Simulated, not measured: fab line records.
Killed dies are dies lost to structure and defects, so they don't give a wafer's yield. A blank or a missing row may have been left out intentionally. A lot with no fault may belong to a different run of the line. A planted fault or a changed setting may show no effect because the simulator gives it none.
Split-lot trial || flow n5 finfet || on a route of 1938 steps: 7 lots, 21 wafers read

== THE SPLIT ITSELF ==
At N5_MOL_CONTACT_COAG_EXPOSE_37 (exposes mask VD, defocus 0 nm), the setting dose mj was moved away from the recipe's 62 on 7 of the 21 wafers read, by -6.9% to +5.3%. All remaining wafers had this setting at the recipe value.

== FROM THE SPLIT TO THE READING: what the file shows between them, 5 steps ==
- N5_MOL_CONTACT_COAG_PEB_38: peb time 60 s
- N5_MOL_CONTACT_COAG_DEVELOP_39: develop time 30 s
- N5_MOL_CONTACT_COAG_CD_MEAS_40: target cd 25.1 nm
- N5_MOL_CONTACT_COAG_PRECLEAN_138: cleans in alkaline clean, time 60 s
- N5_MOL_CONTACT_COAG_SRD_139: time 30 s

== THE READING ==
cd nm, in nm, at N5_MOL_CONTACT_COAG_CD_MEAS_101 (target cd 16 nm). On this fab line, fault-free wafers typically give 15.98 nm with a standard deviation of 0.29 nm.

{"wafer": "L076.1", "tool, chamber at the split": "euv scanner-02, 0", "dose mj as run": 59.34, "against the recipe": "-4.3%", "cd nm, nm": 15.24, "against lot-mates on the recipe": -0.66}
{"wafer": "L076.2", "tool, chamber at the split": "euv scanner-02, 0", "dose mj as run": 62, "against the recipe": "recipe", "cd nm, nm": 15.73, "against lot-mates on the recipe": "-"}
{"wafer": "L076.6", "tool, chamber at the split": "euv scanner-02, 0", "dose mj as run": 62, "against the recipe": "recipe", "cd nm, nm": 16.08, "against lot-mates on the recipe": "-"}
{"wafer": "L082.2", "tool, chamber at the split": "euv scanner-01, 0", "dose mj as run": 62, "against the recipe": "recipe", "cd nm, nm": 15.97, "against lot-mates on the recipe": "-"}
{"wafer": "L082.3", "tool, chamber at the split": "euv scanner-01, 0", "dose mj as run": 62, "against the recipe": "recipe", "cd nm, nm": 15.93, "against lot-mates on the recipe": "-"}
{"wafer": "L082.4", "tool, chamber at the split": "euv scanner-01, 0", "dose mj as run": 62, "against the recipe": "recipe", "cd nm, nm": 15.97, "against lot-mates on the recipe": "-"}
{"wafer": "L087.2", "tool, chamber at the split": "euv scanner-02, 0", "dose mj as run": 62, "against the recipe": "recipe", "cd nm, nm": 16.22, "against lot-mates on the recipe": "-"}
{"wafer": "L087.3", "tool, chamber at the split": "euv scanner-02, 0", "dose mj as run": 62, "against the recipe": "recipe", "cd nm, nm": 15.73, "against lot-mates on the recipe": "-"}
{"wafer": "L087.6", "tool, chamber at the split": "euv scanner-02, 0", "dose mj as run": 62, "against the recipe": "recipe", "cd nm, nm": 16.07, "against lot-mates on the recipe": "-"}
{"wafer": "L089.2", "tool, chamber at the split": "euv scanner-01, 0", "dose mj as run": 59.04, "against the recipe": "-4.8%", "cd nm, nm": 15.59, "against lot-mates on the recipe": -0.60}
{"wafer": "L089.3", "tool, chamber at the split": "euv scanner-01, 0", "dose mj as run": 62, "against the recipe": "recipe", "cd nm, nm": 16.19, "against lot-mates on the recipe": "-"}
{"wafer": "L089.5", "tool, chamber at the split": "euv scanner-01, 0", "dose mj as run": 59.04, "against the recipe": "-4.8%", "cd nm, nm": 15.15, "against lot-mates on the recipe": -1.04}
{"wafer": "L092.1", "tool, chamber at the split": "euv scanner-02, 0", "dose mj as run": 62, "against the recipe": "recipe", "cd nm, nm": 16.16, "against lot-mates on the recipe": "-"}
{"wafer": "L092.3", "tool, chamber at the split": "euv scanner-02, 0", "dose mj as run": 58.22, "against the recipe": "-6.1%", "cd nm, nm": 14.72, "against lot-mates on the recipe": -1.26}
{"wafer": "L092.6", "tool, chamber at the split": "euv scanner-02, 0", "dose mj as run": 62, "against the recipe": "recipe", "cd nm, nm": 15.80, "against lot-mates on the recipe": "-"}
{"wafer": "L094.1", "tool, chamber at the split": "euv scanner-01, 0", "dose mj as run": 62, "against the recipe": "recipe", "cd nm, nm": 15.99, "against lot-mates on the recipe": "-"}
{"wafer": "L094.3", "tool, chamber at the split": "euv scanner-01, 0", "dose mj as run": 57.72, "against the recipe": "-6.9%", "cd nm, nm": 14.31, "against lot-mates on the recipe": -1.68}
{"wafer": "L094.4", "tool, chamber at the split": "euv scanner-01, 0", "dose mj as run": 57.72, "against the recipe": "-6.9%", "cd nm, nm": 14.43, "against lot-mates on the recipe": -1.56}
{"wafer": "L097.1", "tool, chamber at the split": "euv scanner-01, 0", "dose mj as run": 65.27, "against the recipe": "+5.3%", "cd nm, nm": 16.91, "against lot-mates on the recipe": "+0.97"}
{"wafer": "L097.3", "tool, chamber at the split": "euv scanner-01, 0", "dose mj as run": 62, "against the recipe": "recipe", "cd nm, nm": 16.09, "against lot-mates on the recipe": "-"}
{"wafer": "L097.5", "tool, chamber at the split": "euv scanner-01, 0", "dose mj as run": 62, "against the recipe": "recipe", "cd nm, nm": 15.79, "against lot-mates on the recipe": "-"}

THE FIT
A straight line over all 21 wafers: cd nm changes by +0.196 nm for each +1% of dose mj; r = +0.95; the points scatter about the line by 0.21 nm.
The same after taking each lot's own level away (the mean of its wafers on the recipe; 21 wafers): +0.204 nm for each +1%; r = +0.96; scatter 0.18 nm.
Per that fit: largest dose mj move, reading shift of 1.4 nm.
From 15.905 to 16.190 nm: that is the span of the lots' own levels, equal to 1.0 times the standard deviation above.
The two slopes agree, so the slope changes little with the lot-to-lot level.
Check: with one of the wafers moved furthest among these (-6.9%) left out of the fit, the line predicts -1.34 nm for it against its lot-mates. Against them it came out at -1.68 nm.

== OTHER SPLITS APPLIED TO THESE WAFERS ==
Note: prior to the reading, these wafers also went through further splits. Each is held against what the fit with the lots' levels taken away leaves over:
{"other split on the same wafers": "N5_GATE_CUT_COAT_34 spin rpm", "wafers away from the commonest value": 4, "r with cd nm (lot level and that fit taken away)": -0.11}
{"other split on the same wafers": "N5_MOL_CONTACT_COAG_ETCH_105 bias w", "wafers away from the commonest value": 5, "r with cd nm (lot level and that fit taken away)": "+0.24"}
{"other split on the same wafers": "N5_MOL_CONTACT_COAG_ETCH_15 source w", "wafers away from the commonest value": 8, "r with cd nm (lot level and that fit taken away)": "+0.46"}

== THE WHOLE CHAIN: every reading that the file lists as answering this split, in the file's order ==
{"step": "N5_MOL_CONTACT_COAG_CD_MEAS_40", "what it does": "target cd 25.1 nm", "reading": "cd nm", "change (the file's fit)": "+0.158 nm for each +1% of the setting", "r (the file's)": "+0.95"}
{"step": "N5_MOL_CONTACT_COAG_CD_MEAS_101", "what it does": "target cd 16 nm", "reading": "cd nm", "change (the file's fit)": "+0.2 nm for each +1% of the setting", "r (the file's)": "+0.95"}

== THE FILE'S OWN FIT ==
cd nm changes by +0.2 nm for each +1% of dose mj, r = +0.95.
